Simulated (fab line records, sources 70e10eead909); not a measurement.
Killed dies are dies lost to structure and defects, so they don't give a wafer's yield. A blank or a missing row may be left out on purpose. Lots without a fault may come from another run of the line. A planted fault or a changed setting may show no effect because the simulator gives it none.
fab line records | flow nand_harc
record lots=12 wafers=36 last_day=34
route steps=1302 shown A_M0@1159 THIN_TSV@1275 END@1302
lots that met no fault: from a run of the same line without faults
start_h: hours from the record's first day to the start of the lot's first wafer shown | wait_h: hours since the lot's step before | " the same as in the row above | L1.1+2: a row that stands for several wafers | - no value, or no start given | * or withheld: withheld | < > ~ a bound
route shown NAME@n: a module of which the file shows steps, and the number in the route of the first | usual: mean/standard deviation of fault-free wafers | same: alike in all rows | chamber/n: place in a boat | sites: the reading at each site | _std_site: their standard deviation | _edge_site: outer sites' mean less inner sites' | radius_mm: how far each site lies from the wafer's centre | mask NAME#n: copy n | behind: the tool/chamber that last shaped the wafer | hold: why the lot was held/for how many hours/how that ended | device: the transistor (n, p or np) that didn't switch | end of line: the same wafers' tests at the end of the route | a step without rows: its recipe alone | killed: dies lost to structure and defects at the first sort, not the wafer's yield | map: a wafer's dies, x killed, . not, _ none there
set.NAME: the setting as run; set.NAME@STEP: as run at that earlier step | model.NAME: the simulator's own value behind a step, which no gauge read
steps of the route over a sample of lots; a table a step, a row a wafer
services: from which hour (start_h, from the record's first day; less than 0 if before it) a tool's chamber was out of use, for how many hours, and why
## steps
# step NHARC_A_M0_PVD_21
# recipe target_thk_a=300 chamber_pressure_pa=5 power_w=5000 substrate_temp_c=30 time_s=20.49 material=Cu
# usual throttle_valve_pct=29.4/0.99
# columns lot.wafer tool chamber start_h wait_h throttle_valve_pct
L326.2 pvd_sputter-03 - 536.98 - 30.6
L326.1 " - " " 28.3
L326.3 " - " " 29.8
L325.3 pvd_sputter-03 - 542.95 - 27.3
L325.4 " - " " 30.7
L325.5 " - " " 30.8
L323.3 pvd_sputter-01 - 546.39 - 30.0
L323.4 " - " " 30.4
L323.5 " - " " 29.9
L329.4 pvd_sputter-03 - 572.43 - 28.2
L329.3 " - " " 29.3
L329.2 " - " " 27.5
L333.3 pvd_sputter-03 - 638.97 - 29.4
L333.2 " - " " 27.3
L333.1 " - " " 30.7
L339.3 pvd_sputter-02 - 668.61 - 29.5
L339.5 " - " " 29.0
L339.6 " - " " 29.4
L338.1 pvd_sputter-01 - 674.39 - 29.5
L338.2 " - " " 27.9
L338.3 " - " " 29.8
L340.1 pvd_sputter-02 - 679.71 - 29.0
L340.4 " - " " 30.1
L340.3 " - " " 30.4
L342.2 pvd_sputter-01 - 719.26 - 29.9
L342.4 " - " " 28.1
L342.5 " - " " 30.0
L345.3 pvd_sputter-03 - 743.84 - 30.1
L345.1 " - " " 30.3
L345.4 " - " " 29.0
L343.3 pvd_sputter-03 - 747.18 - 29.0
L343.4 " - " " 30.0
L343.1 " - " " 27.5
L346.3 pvd_sputter-03 - 762.39 - 29.3
L346.4 " - " " 29.8
L346.6 " - " " 30.2
# step NHARC_THIN_TSV_ANNEAL_52
# recipe temp_c=225 time_s=90
# usual wafer_temp_C_max=225.96/0.24
# columns lot.wafer tool chamber start_h wait_h wafer_temp_C_max
L326.1 rtp_anneal-01 0 563.29 0.5 226.02
L326.2 " 0 " " 225.97
L326.3 " 0 " " 226.26
L325.3 rtp_anneal-02 0 571.15 0.5 225.74
L325.4 " 0 " " 225.92
L325.5 " 0 " " 226.17
L323.3 rtp_anneal-02 0 572.27 0.5 226.33
L323.4 " 0 " " 226.32
L323.5 " 0 " " 225.60
L329.2 rtp_anneal-01 0 598.45 0.6 225.81
L329.3 " 0 " " 226.05
L329.4 " 0 " " 226.01
L333.1 rtp_anneal-01 0 674.31 0.5 225.81
L333.2 " 0 " " 225.77
L339.3 rtp_anneal-02 0 705.38 0.5 225.87
L339.5 " 0 " " 225.83
L339.6 " 0 " " 226.07
L338.1 rtp_anneal-02 0 707.93 0.6 225.91
L338.2 " 0 " " 225.91
L338.3 " 0 " " 226.12
L340.1 rtp_anneal-01 0 712.97 0.6 225.69
L340.3 " 0 " " 225.88
L340.4 " 0 " " 225.54
L342.2 rtp_anneal-01 0 750.57 0.7 226.05
L342.4 " 0 " " 225.91
L342.5 " 0 " " 225.86
L345.1 rtp_anneal-02 0 769.65 0.6 225.97
L345.3 " 0 " " 226.21
L345.4 " 0 " " 226.07
L343.1 rtp_anneal-02 0 774.41 0.6 226.52
L343.3 " 0 " " 226.14
L343.4 " 0 " " 225.95
L346.3 rtp_anneal-01 0 791.32 0.4 226.20
L346.4 " 0 " " 226.08
L346.6 " 0 " " 226.04
# step NHARC_THIN_TSV_CD_MEAS_33
# recipe target_cd_nm=5000 landing_energy_ev=500
# usual cd_nm=5000.7/1.6
# columns lot.wafer tool chamber start_h wait_h cd_nm
L326.1 cd_sem-01 0 565.11 - 5002.3
L326.2 " 0 " " 5000.2
L326.3 " 0 " " 4997.7
L325.3 cd_sem-02 0 573.08 - 5001.5
L325.4 " 0 " " 5001.6
L325.5 " 0 " " 5000.9
L323.3 cd_sem-03 0 574.12 - 4998.2
L323.4 " 0 " " 5001.8
L323.5 " 0 " " 5000.6
L329.2 cd_sem-02 0 600.35 - 4997.9
L329.3 " 0 " " 5000.6
L329.4 " 0 " " 5000.3
L333.1 cd_sem-03 0 676.25 - 5006.3
L333.2 " 0 " " 5001.5
L339.3 cd_sem-01 0 707.29 - 5001.6
L339.5 " 0 " " 5001.2
L339.6 " 0 " " 5002.5
L338.1 cd_sem-02 0 709.88 - 5003.1
L338.2 " 0 " " 5001.3
L338.3 " 0 " " 5001.7
L340.1 cd_sem-02 0 714.92 - 4999.8
L340.3 " 0 " " 5002.9
L340.4 " 0 " " 4998.4
L342.2 cd_sem-01 0 752.46 - 4999.9
L342.4 " 0 " " 5000.6
L342.5 " 0 " " 4999.4
L345.1 cd_sem-03 0 771.47 - 4999.7
L345.3 " 0 " " 5000.9
L345.4 " 0 " " 5000.7
L343.1 cd_sem-01 0 776.35 - 5001.1
L343.3 " 0 " " 5000.0
L343.4 " 0 " " 4999.3
L346.3 cd_sem-01 0 793.17 - 4999.6
L346.4 " 0 " " 4998.0
L346.6 " 0 " " 4998.7
# step NHARC_THIN_TSV_DESCUM_35
# recipe time_s=3 o2_flow_sccm=200 ar_flow_sccm=0 bias_power_w=0 chemistry=O2
# usual chamber_pressure_mTorr=60.00/0.062 drypump_motor_current_A=5.8/0.49 mfc_ar_sccm=0.011/0.016 oes_product_au=0.999/0.012 rf_vpp_V=58.0/0.74 showerhead_plenum_p_Torr=1.96/0.077 throttle_valve_pct=11.311/0.0096
# columns lot.wafer tool chamber start_h wait_h chamber_pressure_mTorr drypump_motor_current_A mfc_ar_sccm oes_product_au rf_hours_counter_h rf_vpp_V showerhead_plenum_p_Torr throttle_valve_pct
L326.1 rie_diel-09 0 565.27 - 60.02 6.5 0 1.012 2.5 58.7 2.04 11.298
L326.3 " 1 " " 59.95 6.2 0.043 1.020 1.3 57.5 1.91 11.313
L326.2 " 3 " " 60.03 6.4 0 0.996 2.8 57.7 1.88 11.319
L325.3 rie_diel-06 0 573.27 - 60.05 5.1 0 1.023 4.3 58.5 1.98 11.308
L325.5 " 3 " " 60.07 5.6 0.002 1.001 - 57.3 2.04 11.317
L325.4 " 0 " " 60.06 5.0 0 1.015 - 57.8 1.98 11.323
L323.3 rie_diel-09 2 574.29 - 60.07 5.2 0.009 1.000 3.5 56.9 1.81 11.317
L323.4 " 0 " " 59.99 6.5 0 1.017 3.5 57.0 2.04 11.314
L323.5 " 2 " " 59.99 5.2 0.009 0.997 - 57.6 1.81 11.331
L329.2 rie_diel-09 1 600.51 - 60.06 6.3 0.043 1.006 4.3 57.9 1.91 11.315
L329.3 " 2 " " 60.04 5.3 0.009 0.995 5.2 57.6 1.81 11.325
L329.4 " 3 " " 59.97 6.3 0 0.996 5.0 57.0 1.88 11.311
L333.2 rie_diel-06 2 676.41 - 59.90 5.4 0 1.007 1.5 57.7 2.00 11.310
L333.1 " 3 " " 60.00 5.6 0.002 0.987 1.0 57.4 2.04 11.308
L339.3 rie_diel-06 1 707.48 - 59.96 6.1 0.028 1.000 3.5 58.5 2.03 11.294
L339.6 " 2 " " 60.09 5.5 0 1.011 - 58.0 2.00 11.318
L339.5 " 3 " " 59.92 5.6 0.002 0.983 - 59.1 2.04 11.308
L338.2 rie_diel-06 3 710.04 - 59.94 5.6 0.002 0.983 2.8 58.6 2.04 11.338
L338.3 " 0 " " 60.07 5.1 0 1.003 2.4 57.7 1.97 11.316
L338.1 " 2 " " 59.90 5.4 0 1.002 3.9 58.8 2.00 11.311
L340.3 rie_diel-10 2 715.10 - 60.00 5.9 0 0.976 6.3 57.2 1.95 11.317
L340.1 " 3 " " 60.03 5.6 0.000 1.000 6.2 58.2 2.02 11.320
L340.4 " 2 " " 59.99 5.9 0 0.972 - 58.3 1.95 11.308
L342.4 rie_diel-09 3 752.61 - 60.02 6.3 0 1.006 2.6 58.3 1.88 11.329
L342.2 " 0 " " 60.07 6.5 0 0.992 2.9 58.0 2.03 11.319
L342.5 " 0 " " 59.97 6.5 0 0.998 - 58.5 2.03 11.308
L345.4 rie_diel-10 1 771.63 - 59.96 6.5 0.036 0.997 10.0 57.3 1.85 11.303
L345.3 " 2 " " 60.05 5.9 0 0.980 10.6 58.2 1.95 11.308
L345.1 " 0 " " 60.05 5.2 0.025 0.997 9.7 57.8 2.00 11.317
L343.3 rie_diel-06 3 776.53 - 60.01 5.6 0.002 0.992 4.6 58.7 2.04 11.311
L343.1 " 0 " " 60.01 5.0 0 1.008 4.6 58.6 1.97 11.323
L343.4 " 1 " " 59.95 6.1 0.028 0.994 5.8 58.2 2.03 11.306
L346.4 rie_diel-10 0 793.32 - 60.02 5.2 0.025 0.990 0.4 58.7 2.00 11.304
L346.3 " 1 " " 59.98 6.5 0.036 1.000 0.7 57.5 1.85 11.324
L346.6 " 0 " " 60.03 5.2 0.025 0.987 - 57.6 2.00 11.310
# step NHARC_END_SORT_01
# recipe temp_c=25
# usual defect_limited_yield=92.0/2.8 killed_at_array=49/19 killed_at_other=0.9/1.1 killed_at_periphery=4.0/2.7 killed_dies=54/19 killed_open=3.3/1.8 killed_short=2.6/1.6 sort_bin_2_pct=2.9/1.2 sort_bin_3_pct=0.5/0.36 sort_bin_4_pct=4.6/1.5 sort_n_pass=623/19 sort_rim_yield_pct=91/4.7 sort_yield_pct=92.0/2.8
# same gross_dies=677 sort_bin_5_pct[%]=0 sort_bin_6_pct[%]=0 sort_bin_7_pct[%]=0 sort_bin_8_pct[%]=0 sort_rim_n_gross=106.00
# columns lot.wafer tool chamber start_h wait_h defect_limited_yield[%] killed_at_array killed_at_other killed_at_periphery killed_dies killed_open killed_short sort_bin_2_pct[%] sort_bin_3_pct[%] sort_bin_4_pct[%] sort_n_pass sort_rim_yield_pct[%] sort_yield_pct[%]
L333.1 prober-01 0 685.58 2.5 88.8 66 5 5 76 2 5 4.7 1.5 5.0 601 81 88.8
L333.2 prober-01 0 686.39 2.8 88.8 74 1 1 76 3 4 3.8 0.9 6.5 601 94 88.8
L333.3 prober-01 0 687.19 3.1 0 675 1 1 677 1 4 96.0 0.3 3.7 0 0 0
# killed by level:class
L333.1 A_CHANNEL_HOLE_D1:chamber_film_flake=19 A_SLIT:chamber_film_flake=18 A_CHANNEL_HOLE_D2:chamber_film_flake=8 A_STAIRCASE:chamber_film_flake=5 A_CHANNEL_FILL_D2:chamber_film_flake=4 A_CONTACT:chamber_film_flake=4 P_ZERO_WELL:chamber_film_flake=3 THIN_TSV:chamber_film_flake=3
L333.2 A_SLIT:chamber_film_flake=24 A_CHANNEL_HOLE_D1:chamber_film_flake=20 A_CHANNEL_HOLE_D2:chamber_film_flake=14 A_STAIRCASE:chamber_film_flake=4 A_BONDPAD:chamber_film_flake=2 A_ONON_D1:geometric_particle:short=1 A_DECK1_JOINT:geometric_particle:open=1 A_DECK1_JOINT:geometric_particle:short=1
L333.3 A_M0:area_pvd=617 A_CHANNEL_HOLE_D1:chamber_film_flake=18 A_SLIT:chamber_film_flake=17 A_CONTACT:chamber_film_flake=5 A_CHANNEL_HOLE_D2:chamber_film_flake=3 A_CHANNEL_FILL_D2:chamber_film_flake=3 A_STAIRCASE:chamber_film_flake=3 A_DECK1_JOINT:geometric_particle:short=2
## services
# columns tool chamber start_h hours kind
pvd_sputter-02 - 514.62 1.0 repair
rie_diel-09 1 515.45 2.2 repair
pvd_sputter-03 - 526.02 10.0 pm
rie_diel-06 - 529.22 0.6 repair
rie_diel-09 1 541.57 7.5 repair
pvd_sputter-01 - 542.62 1.9 repair
pvd_sputter-02 - 561.26 4.8 repair
rie_diel-06 1 569.42 7.6 repair
rie_diel-10 2 570.54 2.1 repair
pvd_sputter-01 - 582.04 10.0 pm
rie_diel-10 - 596.52 9.0 pm
rie_diel-09 2 611.45 1.7 repair
rie_diel-06 0 614.78 5.8 repair
rie_diel-06 0 636.80 7.5 repair
rie_diel-06 - 661.20 9.0 pm
rie_diel-09 - 674.10 9.0 pm
rie_diel-09 0 683.78 7.6 repair
rie_diel-06 - 697.00 0.1 repair
pvd_sputter-03 - 704.02 10.0 pm
rie_diel-10 1 708.96 9.0 repair
rtp_anneal-02 - 744.09 12.0 pm
rie_diel-06 2 747.88 9.3 repair
pvd_sputter-01 - 760.04 10.0 pm
rie_diel-10 - 773.52 9.0 pm
## key
first_sign step=NHARC_END_SORT_01 reading=sort_bin_2_pct direction=up sigmas=75 usual=2.9 struck=96.0
effect step=NHARC_END_SORT_01 reading=killed_at_array direction=up sigmas=33 usual=49 struck=675
more_kills_born_at NHARC_A_M0_PVD_21@pvd_sputter-03=617
met_at NHARC_A_M0_PVD_21
struck_lots L333
struck_wafers L333.3
later_rows_left_out L333.3
not_acting_at NHARC_THIN_TSV_ANNEAL_52,NHARC_THIN_TSV_CD_MEAS_33,NHARC_THIN_TSV_DESCUM_35
onset_between 572.43 638.97
fault kind=process_parameter_drift tool=pvd_sputter-03 chamber=- onset_h=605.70 steps=NHARC_A_M0_PVD_21 channel=target_thk_a offset=* shape=step end_h=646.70 acts_in=* stated=* scope=struck_wafers_only
# later_rows_left_out: the simulator's readings of these wafers behind a module that went badly wrong aren't trusted and aren't shown, but for the sort
